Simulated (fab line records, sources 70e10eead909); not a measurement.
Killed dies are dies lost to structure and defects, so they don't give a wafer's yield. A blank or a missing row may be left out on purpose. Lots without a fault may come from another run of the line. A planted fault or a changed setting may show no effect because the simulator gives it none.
Chamber matching | flow nand_harc | NHARC_A_CHANNEL_FILL_D2_ALD_14 on ald_hk-01: 4 sister chambers
The step deposits SiO2, target thk 2.5 nm, pulse time 10 s, ald cycles 25. 4 wafers are shown with their chamber, then 7 later ones without.

WAFERS WITH THEIR CHAMBER
wafer  | chamber | heater_power_w (W)
L081.3 | 2       | 471
L081.5 | 1       | 442
L082.2 | 0       | 479
L082.4 | 3       | 466

WAFERS WITHOUT THEIR CHAMBER
wafer  | heater_power_w (W)
L082.5 | 473
L089.1 | 482
L089.3 | 467
L089.6 | 446
L094.2 | 451
L094.4 | 481
L094.6 | 450

WHICH CHAMBER EACH WENT THROUGH
wafer  | from the rows above          | in truth
L082.5 | can't be placed: 2 or 0 or 3 | 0
L089.1 | can't be placed: 0 or 2      | 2
L089.3 | can't be placed: 3 or 2      | 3
L089.6 | 1                            | 1
L094.2 | can't be placed: 1 or 3      | 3
L094.4 | can't be placed: 0 or 2      | 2
L094.6 | can't be placed: 1 or 3      | 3
Placed correctly: 1 of 7. Can't be placed from these rows: 6 (the true chamber is among the candidates in 6). Placed wrongly: 0.
How it was worked out, from the rows above alone: a wafer's distance from a chamber is the root of the sum, over the readings, of the square of ((its reading less the chamber's mean) divided by the reading's scatter). The wafer belongs to the nearest chamber; if the next one is less than 2 further off, it can't be placed. A chamber's mean is the mean of its shown wafers. The scatter: with one shown wafer a chamber, the root of the mean of the squares of how far each hidden wafer lies from its nearest shown one.
